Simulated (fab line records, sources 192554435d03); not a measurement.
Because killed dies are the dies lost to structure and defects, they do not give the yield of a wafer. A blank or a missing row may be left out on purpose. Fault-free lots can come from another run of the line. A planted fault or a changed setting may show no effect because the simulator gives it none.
Matching of chambers | flow n5_finfet | N5_FIN_SAQP_ETCH_67 on rie_diel-01: 4 sister chambers
The step etches SiNx in CH3F/O2, target depth 30 nm. 36 wafers are shown with their chamber, then 12 later ones without.

== WAFERS, EACH WITH ITS CHAMBER ==
wafer  | chamber | drypump_motor_current_A (A) | rf_vpp_V (V) | throttle_valve_pct (%)
L074.4 | 0       | 4.9                         | 303          | 16.37
L074.5 | 1       | 5.3                         | 301          | 16.45
L074.6 | 2       | 6.4                         | 300          | 16.63
L077.1 | 3       | 4.9                         | 294          | 15.96
L077.3 | 0       | 4.9                         | 303          | 16.39
L077.5 | 1       | 5.3                         | 300          | 16.46
L078.2 | 3       | 4.9                         | 294          | 15.97
L078.4 | 1       | 5.3                         | 301          | 16.46
L078.5 | 2       | 6.4                         | 305          | 16.14
L079.1 | 1       | 5.3                         | 302          | 16.47
L079.2 | 0       | 4.9                         | 305          | 16.41
L079.6 | 3       | 4.9                         | 294          | 15.96
L081.3 | 3       | 4.9                         | 293          | 15.97
L081.4 | 0       | 4.9                         | 304          | 16.42
L081.5 | 1       | 5.3                         | 299          | 16.48
L082.2 | 0       | 4.9                         | 303          | 16.42
L082.3 | 3       | 4.9                         | 294          | 15.97
L082.5 | 0       | 4.9                         | 303          | 16.42
L083.1 | 3       | 4.9                         | 295          | 15.98
L083.5 | 3       | 4.9                         | 295          | 15.98
L083.6 | 0       | 4.9                         | 301          | 16.43
L084.1 | 3       | 4.9                         | 294          | 16.00
L084.3 | 1       | 5.3                         | 302          | 16.49
L084.6 | 1       | 5.2                         | 301          | 16.48
L086.3 | 3       | 4.9                         | 296          | 16.00
L086.4 | 2       | 6.4                         | 305          | 16.19
L086.5 | 3       | 4.9                         | 293          | 15.99
L090.2 | 0       | 4.9                         | 302          | 16.45
L090.3 | 1       | 5.3                         | 302          | 16.52
L090.4 | 3       | 4.9                         | 294          | 16.01
L091.3 | 0       | 4.9                         | 303          | 16.46
L091.5 | 3       | 4.9                         | 294          | 16.01
L091.6 | 2       | 6.4                         | 304          | 16.19
L092.2 | 2       | 6.4                         | 305          | 16.19
L092.5 | 3       | 4.9                         | 295          | 16.02
L092.6 | 2       | 6.4                         | 305          | 16.19

SIGNATURES (means of the wafers above)
reading                 | chamber 0 | chamber 1 | chamber 2 | chamber 3 | scatter within a chamber
drypump_motor_current_A | 4.900     | 5.287     | 6.400     | 4.900     | 0.0165
rf_vpp_V                | 303.00    | 301.00    | 304.00    | 294.23    | 1.2
throttle_valve_pct      | 16.4189   | 16.4763   | 16.2550   | 15.9862   | 0.0761
Rule: distance of a wafer from a chamber = root of the sum over the readings of ((wafer's reading minus chamber's mean) / reading's scatter) squared. If the next closest chamber is less than 2 further off than the closest, the wafer can't be placed; otherwise it belongs to the closest. How the scatter is found: for the shown wafers, subtract from each reading the mean of its chamber, square and add these, divide the total by (wafers less chambers), then take the root.

== WAFERS WITHOUT THEIR CHAMBER ==
wafer  | drypump_motor_current_A (A) | rf_vpp_V (V) | throttle_valve_pct (%)
L094.1 | 4.9                         | 304          | 16.45
L094.5 | 4.9                         | 294          | 16.03
L094.6 | 4.9                         | 303          | 16.47
L095.2 | 6.4                         | 306          | 16.22
L095.3 | 4.9                         | 294          | 16.04
L095.5 | 4.9                         | 295          | 16.03
L096.1 | 4.9                         | 294          | 16.04
L096.3 | 6.4                         | 304          | 16.23
L096.5 | 6.4                         | 306          | 16.23
L097.1 | 5.3                         | 301          | 16.55
L097.2 | 4.9                         | 302          | 16.48
L097.3 | 6.4                         | 305          | 16.24

== WHICH CHAMBER EACH ONE RAN IN ==
wafer  | from the rows above | in truth
L094.1 | 0                   | 0
L094.5 | 3                   | 3
L094.6 | 0                   | 0
L095.2 | 2                   | 2
L095.3 | 3                   | 3
L095.5 | 3                   | 3
L096.1 | 3                   | 3
L096.3 | 2                   | 2
L096.5 | 2                   | 2
L097.1 | 1                   | 1
L097.2 | 0                   | 0
L097.3 | 2                   | 2
Correct placement for 12 of the 12. Not placeable from these rows: 0. Number placed wrongly: 0.
